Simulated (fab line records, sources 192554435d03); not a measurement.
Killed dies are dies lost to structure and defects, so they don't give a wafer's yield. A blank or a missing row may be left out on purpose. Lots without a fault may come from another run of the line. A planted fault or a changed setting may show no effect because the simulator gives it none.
A struck lot beside a sound one | flow n5_finfet | 40 steps out of a route of 1938
Sound: wafers L100.1, L100.3, L100.4. Struck: wafers L110.2, L110.4, L110.6. The cause comes at the end.
At each step with rows: each side's tool, then ch and its chambers, then its first start. Under that, the readings that differ: sound wafers | struck wafers | difference of the means | sigmas: that difference in standard deviations of wafers without a fault.
alike: readings whose means differ by less than 2 such deviations, and words and numbers that are the same on both sides. not compared: withheld readings, readings that some wafer has no value for, bounds like >300 that may hide the same value, and numbers for which the record gives no deviation and whose values overlap.
The two part at a step that has a row with sigmas, a row that says differs or no value, or rows on one side only. Numbers that don't overlap but have no deviation are shown without sigmas and don't part them. A reading that every wafer of one side lacks parts them only if that side has two wafers or more.

first, 1 step without rows for these wafers: N5_HKMG_FIN_STRIP_19 (strips in N2/H2, time 360 s).
N5_HKMG_FIN_ALD_91: deposits TiN, target thk 1 nm, pulse time 1 s, purge time 3 s.
  sound on ald_metal-01 ch 0,2,3, day 6 09:53; struck on ald_metal-03 ch 0,1,3, day 9 00:35
  alike: heater_power_w, precursor_pulse_height_rel, susceptor_temp_C
  not compared: since_wet_clean_h
then, 6 steps without rows for these wafers: N5_HKMG_FIN_COAT_85 (time 60 s, resist thk 300 nm); N5_HKMG_FIN_ETCH_86 (etches SOC in N2/H2, stops on TiN, target depth 393.2 nm); N5_HKMG_FIN_STRIP_89 (strips SOC in N2/H2, time 20 s); N5_HKMG_FIN_WET_ETCH_87 (etches TiN in SC1, time 154.2 s, target depth 4.7 nm, rinse time 30 s); N5_HKMG_FIN_STRIP_88 (strips in N2/H2, time 360 s); N5_HKMG_FIN_NWFM_ALD_20 (deposits TiAlC, target thk 2 nm, pulse time 3 s, purge time 2 s).
N5_HKMG_FIN_ALD_71: deposits TiN, target thk 1 nm, pulse time 1 s, purge time 3 s.
  sound on ald_metal-02 ch 0,1,2, day 6 10:57; struck on ald_metal-01 ch 0,2, day 9 01:40
  alike: heater_power_w, precursor_pulse_height_rel, susceptor_temp_C
  not compared: since_wet_clean_h
then, 3 steps without rows for these wafers: N5_HKMG_FIN_COAT_66 (time 60 s, resist thk 300 nm); N5_HKMG_FIN_ETCH_67 (etches SOC in N2/H2, stops on TiN, target depth 388.9 nm); N5_HKMG_FIN_STRIP_90 (strips SOC in N2/H2, time 20 s).
N5_HKMG_FIN_WET_ETCH_73: etches the open film in SC1, time 42.3 s, target depth 1.3 nm, rinse time 30 s.
  sound on wet_bench-06 ch 3,6,7, day 6 11:27; struck on wet_bench-04 ch 1,6,7, day 9 02:10
  alike: nh4oh_flow_mL_min, temp_c
then, 12 steps without rows for these wafers: N5_HKMG_FIN_ETCHBACK_68 (etches the open film in Cl2/Ar, stops on HfO2, target depth 0.5 nm); N5_HKMG_FIN_STRIP_69 (strips in N2/H2, time 360 s); N5_HKMG_FIN_ALD_21 (deposits TiN, target thk 1.5 nm, pulse time 1 s, purge time 3 s); N5_HKMG_FIN_ALD_72 (deposits W, target thk 2 nm, pulse time 1 s, purge time 2 s); N5_HKMG_FIN_W_FILL_22 (material W, target thk 60 nm, time 18.2 s); N5_HKMG_FIN_PRECLEAN_83 (cleans in DIW, time 57.5 s); N5_HKMG_FIN_SRD_84 (dry time 32 s); N5_HKMG_FIN_CMP_23 (polishes, stops on SiNx, t overpolish 10 s, target thk 46.326 nm); N5_HKMG_FIN_CMP_94 (polishes, stops on SiNx, t overpolish 4.7 s, target thk 43.299 nm); N5_GATE_CUT_ETCHBACK_00 (etches W in SF6/Cl2); N5_GATE_CUT_ETCH_56 (etches TiN in Cl2/Ar, target depth 21.6 nm); N5_GATE_CUT_ETCHBACK_30 (etches TiN in Cl2/Ar, target depth 3 nm).
N5_GATE_CUT_VAPOR_ETCH_60: etches HfO2 in BCl3/Cl2.
  sound on rie_metal-02 ch 0,1, day 6 13:40; struck on rie_metal-03 ch 0,1, day 9 04:19
  reading                     | sound       | struck      | difference | sigmas
  drypump_motor_current_A (A) | 6.3 6.3 6.5 | 5.7 5.4 5.5 | -0.8       | -2
  alike: oes_product_au
N5_GATE_CUT_ETCH_58: etches SiNx in CH3F/O2, target depth 17 nm, time 128.6 s.
  sound on rie_diel-05 ch 0,2,3, day 6 13:43; struck on rie_diel-05 ch 0,1,3, day 9 04:26
  alike: drypump_motor_current_A, oes_product_au, rf_vpp_V, showerhead_plenum_p_Torr, throttle_valve_pct
  not compared: rf_hours_counter_h
then, 5 steps without rows for these wafers: N5_GATE_CUT_STRIP_59 (strips in N2/H2, time 20 s); N5_GATE_CUT_PRECLEAN_31 (cleans in DIW, time 300 s); N5_GATE_CUT_SRD_32 (time 30 s); N5_GATE_CUT_SAC_CAP_01 (material SiNx, target thk 24 nm, pulse time 1 s, ald cycles 480); N5_GATE_CUT_PECVD_57 (deposits SiNx from SiH4/NH3/N2, target thk 21 nm).
N5_GATE_CUT_CMP_02: polishes, stops on SiO2, t overpolish 12.7 s, target thk 0 nm.
  sound on cmp-04 ch 0,1,3, day 6 16:25; struck on cmp-01 ch 1,2, day 9 07:04
  alike: motor_current_A, overpolish_run_s, slurry_filter_dp_kPa, time_to_endpoint_s
then, 6 steps without rows for these wafers: N5_GATE_CUT_HM_DEP_46 (deposits SiO2 from TEOS/O2, target thk 130 nm, time 26.6 s); N5_GATE_CUT_COAT_34 (time 60 s, resist thk 60 nm); N5_GATE_CUT_COAT_35 (time 60 s, resist thk 10 nm); N5_GATE_CUT_COAT_27 (time 60 s, resist thk 10 nm); N5_GATE_CUT_COAT_07 (resist thk 30 nm); N5_GATE_CUT_EBR_09.
-- the record jumps here: 9 days lie between the struck wafers' starts before and after (it left off in module GATE_CUT and takes up again in module PASSIVATION, whose first step shown is number 1936 of the route) --
N5_PASSIVATION_PROBE_49:
  the record has rows for the struck wafers here (prober-02, day 17 20:40) and none for the sound ones

WHERE THEY PART
First at N5_GATE_CUT_VAPOR_ETCH_60; last, within this record, at N5_PASSIVATION_PROBE_49.

WHY: what the simulator had put in
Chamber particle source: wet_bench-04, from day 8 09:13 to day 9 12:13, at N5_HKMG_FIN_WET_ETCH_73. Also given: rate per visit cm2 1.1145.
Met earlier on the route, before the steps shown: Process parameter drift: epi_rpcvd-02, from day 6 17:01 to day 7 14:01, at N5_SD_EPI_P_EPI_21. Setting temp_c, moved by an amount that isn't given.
